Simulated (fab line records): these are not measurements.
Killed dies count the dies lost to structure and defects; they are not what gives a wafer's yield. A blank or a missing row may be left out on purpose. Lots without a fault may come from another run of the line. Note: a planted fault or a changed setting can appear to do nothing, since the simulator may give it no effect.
Chamber matching :: flow nandHarc :: NHARC_A_STAIRCASE_DEP_322 on pecvd-03: 3 sister chambers
The step deposits SiO2, target thk 3800 nm. 20 wafers are shown with their chamber, then 10 later ones without.

## WAFERS WITH THEIR CHAMBER
wafer: L084.1
chamber: 0
heaterPowerW (W): 705
susceptorTempC (C): 399.84

wafer: L084.2
chamber: 1
heaterPowerW (W): 846
susceptorTempC (C): 399.98

wafer: L084.6
chamber: 0
heaterPowerW (W): 559
susceptorTempC (C): 400.02

wafer: L080.1
chamber: 1
heaterPowerW (W): 757
susceptorTempC (C): 400.30

wafer: L080.5
chamber: 1
heaterPowerW (W): 666
susceptorTempC (C): 400.65

wafer: L080.6
chamber: 2
heaterPowerW (W): 677
susceptorTempC (C): 400.16

wafer: L082.1
chamber: 2
heaterPowerW (W): 843
susceptorTempC (C): 399.61

wafer: L082.3
chamber: 1
heaterPowerW (W): 718
susceptorTempC (C): 400.03

wafer: L082.4
chamber: 0
heaterPowerW (W): 563
susceptorTempC (C): 399.88

wafer: L086.1
chamber: 1
heaterPowerW (W): 703
susceptorTempC (C): 400.21

wafer: L086.2
chamber: 2
heaterPowerW (W): 740
susceptorTempC (C): 400.03

wafer: L086.4
chamber: 0
heaterPowerW (W): 559
susceptorTempC (C): 400.13

wafer: L088.1
chamber: 1
heaterPowerW (W): 696
susceptorTempC (C): 400.10

wafer: L088.3
chamber: 0
heaterPowerW (W): 575
susceptorTempC (C): 400.17

wafer: L088.4
chamber: 2
heaterPowerW (W): 698
susceptorTempC (C): 399.70

wafer: L091.1
chamber: 1
heaterPowerW (W): 774
susceptorTempC (C): 400.28

wafer: L091.3
chamber: 2
heaterPowerW (W): 840
susceptorTempC (C): 400.40

wafer: L091.5
chamber: 0
heaterPowerW (W): 548
susceptorTempC (C): 399.88

wafer: L090.1
chamber: 1
heaterPowerW (W): 734
susceptorTempC (C): 400.23

wafer: L090.2
chamber: 0
heaterPowerW (W): 657
susceptorTempC (C): 400.05

SIGNATURES (means of the wafers above)
reading: heaterPowerW
chamber 0: 595.14
chamber 1: 736.75
chamber 2: 759.60
scatter within a chamber: 63.5

reading: susceptorTempC
chamber 0: 399.9957
chamber 1: 400.2225
chamber 2: 399.9800
scatter within a chamber: 0.221
Rule: a wafer's distance from a chamber is the root of the sum, over the readings, of the square of ((its reading less the chamber's mean) divided by the reading's scatter). The wafer belongs to the nearest chamber; if the next one is less than 2 further off, it can't be placed. The scatter is the square root of a quotient: the sum, over the shown wafers, of each reading's squared deviation from its chamber's mean, divided by wafers minus chambers.

## WAFERS WITHOUT THEIR CHAMBER
wafer: L090.4
heaterPowerW (W): 549
susceptorTempC (C): 400.19

wafer: L092.2
heaterPowerW (W): 680
susceptorTempC (C): 399.95

wafer: L092.4
heaterPowerW (W): 690
susceptorTempC (C): 400.19

wafer: L092.5
heaterPowerW (W): 550
susceptorTempC (C): 400.16

wafer: L094.1
heaterPowerW (W): 819
susceptorTempC (C): 400.27

wafer: L094.3
heaterPowerW (W): 552
susceptorTempC (C): 400.57

wafer: L094.5
heaterPowerW (W): 558
susceptorTempC (C): 399.93

wafer: L095.1
heaterPowerW (W): 574
susceptorTempC (C): 399.66

wafer: L095.4
heaterPowerW (W): 679
susceptorTempC (C): 399.96

wafer: L095.6
heaterPowerW (W): 669
susceptorTempC (C): 400.15

## WHICH CHAMBER EACH WENT THROUGH
wafer: L090.4
from the rows above: can't be placed: 0 or 1
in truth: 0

wafer: L092.2
from the rows above: can't be placed: 2 or 0 or 1
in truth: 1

wafer: L092.4
from the rows above: can't be placed: 1 or 2 or 0
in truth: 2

wafer: L092.5
from the rows above: can't be placed: 0 or 1
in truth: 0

wafer: L094.1
from the rows above: can't be placed: 1 or 2
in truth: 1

wafer: L094.3
from the rows above: can't be placed: 0 or 1 or 2
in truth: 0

wafer: L094.5
from the rows above: 0
in truth: 0

wafer: L095.1
from the rows above: can't be placed: 0 or 2
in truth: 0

wafer: L095.4
from the rows above: can't be placed: 2 or 0 or 1
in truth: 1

wafer: L095.6
from the rows above: can't be placed: 1 or 0 or 2
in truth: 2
Placed correctly: 1 of 10. From these rows, 9 cannot be placed; in 9 the true chamber is one of the candidates. 0 placed wrongly.
